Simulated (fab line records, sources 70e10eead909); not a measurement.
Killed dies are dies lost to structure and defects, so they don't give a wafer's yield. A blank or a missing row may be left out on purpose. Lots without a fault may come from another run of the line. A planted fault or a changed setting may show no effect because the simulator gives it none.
A struck lot beside a sound one | flow nand_harc | 15 steps out of a route of 1159
Sound: wafers L958.3, L958.5, L958.6. Struck: wafers L970.3, L970.4, L970.6. The cause comes at the end.
At each step with rows: each side's tool, then ch and its chambers, then its first start. Under that, the readings that differ: sound wafers | struck wafers | difference of the means | sigmas: that difference in standard deviations of wafers without a fault.
alike: readings whose means differ by less than 2 such deviations, and words and numbers that are the same on both sides. not compared: withheld readings, readings that some wafer has no value for, bounds like >300 that may hide the same value, and numbers for which the record gives no deviation and whose values overlap.
The two part at a step that has a row with sigmas, a row that says differs or no value, or rows on one side only. Numbers that don't overlap but have no deviation are shown without sigmas and don't part them. A reading that every wafer of one side lacks parts them only if that side has two wafers or more.

first, 3 steps without rows for these wafers: NHARC_A_CHANNEL_HOLE_D1_STRIP_41 (strips in N2/H2); NHARC_A_CHANNEL_HOLE_D1_STRIP_42 (strips in CF4/CHF3); NHARC_A_CHANNEL_HOLE_D1_STRIP_43 (strips in O2/COS).
NHARC_A_CHANNEL_HOLE_D1_ETCH_44: etches the open film in CF4/O2, target depth 140 nm, overetch 14 nm, time 77 s.
  sound on rie_diel-08 ch 0,1,2, day 9 12:59; struck on rie_diel-03 ch 0,2,3, day 12 18:36
  alike: drypump_motor_current_A, oes_product_au, rf_vpp_V, showerhead_plenum_p_Torr, throttle_valve_pct
  not compared: rf_hours_counter_h
NHARC_A_CHANNEL_HOLE_D1_STRIP_27: strips in O2.
  sound on rie_diel-08 ch 0,1,3; struck on rie_diel-03 ch 0,1
  reading                | sound                | struck               | difference | sigmas
  throttle_valve_pct (%) | 17.036 17.014 17.034 | 17.052 17.043 17.051 | +0.021     | +2
  alike: drypump_motor_current_A, oes_product_au, rf_vpp_V, showerhead_plenum_p_Torr
  not compared: rf_hours_counter_h
then, 2 steps without rows for these wafers: NHARC_A_CHANNEL_HOLE_D1_PRECLEAN_28 (cleans in SC1); NHARC_A_CHANNEL_HOLE_D1_SRD_29.
NHARC_A_CHANNEL_HOLE_D1_CD_MEAS_30:
  sound on cd_sem-02, day 9 13:46; struck on cd_sem-01, day 12 19:24
  alike: cd_nm
NHARC_A_CHANNEL_HOLE_D1_XSEM_31:
  sound on xsem-02 ch 0, day 9 13:52; struck on xsem-02 ch 0, day 12 19:29
  alike: bot_cd_nm, bow_nm, tilt_deg
NHARC_A_CHANNEL_HOLE_D1_INSPECT_40:
  sound on defect_inspect-01, day 9 13:58; struck on defect_inspect-02, day 12 19:35
  reading          | sound    | struck   | difference | sigmas
  raw_defect_count | 60 76 99 | 25 48 42 | -40        | -2
then, 2 steps without rows for these wafers: NHARC_A_CHANNEL_FILL_D1_PRECLEAN_00 (cleans in SC1); NHARC_A_CHANNEL_FILL_D1_SRD_01.
NHARC_A_CHANNEL_FILL_D1_ALD_02: deposits SiO2, target thk 6 nm, pulse time 10 s, ald cycles 60.
  sound on ald_hk-04 ch 0,1,2, day 9 14:35; struck on ald_hk-04 ch 0,1,2, day 12 19:55
  no value came back on the struck wafers for ald_cycles, heater_power_outer_w (W), heater_power_w (W), precursor_pulse_height_rel; on the sound wafers ald_cycles reads 60 60 60
NHARC_A_CHANNEL_FILL_D1_ALD_03: deposits SiNx, target thk 6 nm, pulse time 60 s, ald cycles 58.
  sound on ald_sin_batch-01 ch 0; struck on ald_sin_batch-03 ch 0
  alike: chamber_pressure_Torr, precursor_pulse_height_rel
-- the record jumps here: 13 days lie between the struck wafers' starts before and after (it left off in module A_CHANNEL_FILL_D1 and takes up again in module END, whose first step shown is number 1159 of the route) --
NHARC_END_SORT_01:
  sound on prober-02 ch 0, day 20 21:01; struck on prober-02 ch 0, day 25 13:34
  reading         | sound    | struck      | difference | sigmas
  killed_at_array | 27 29 24 | 674 669 669 | +644       | +71
  killed_dies     | 28 31 27 | 677 677 677 | +648       | +72
  alike: killed_at_other, killed_at_periphery, killed_open, killed_short

WHERE THEY PART
First at NHARC_A_CHANNEL_HOLE_D1_STRIP_27; last, within this record, at NHARC_END_SORT_01.

WHY: what the simulator had put in
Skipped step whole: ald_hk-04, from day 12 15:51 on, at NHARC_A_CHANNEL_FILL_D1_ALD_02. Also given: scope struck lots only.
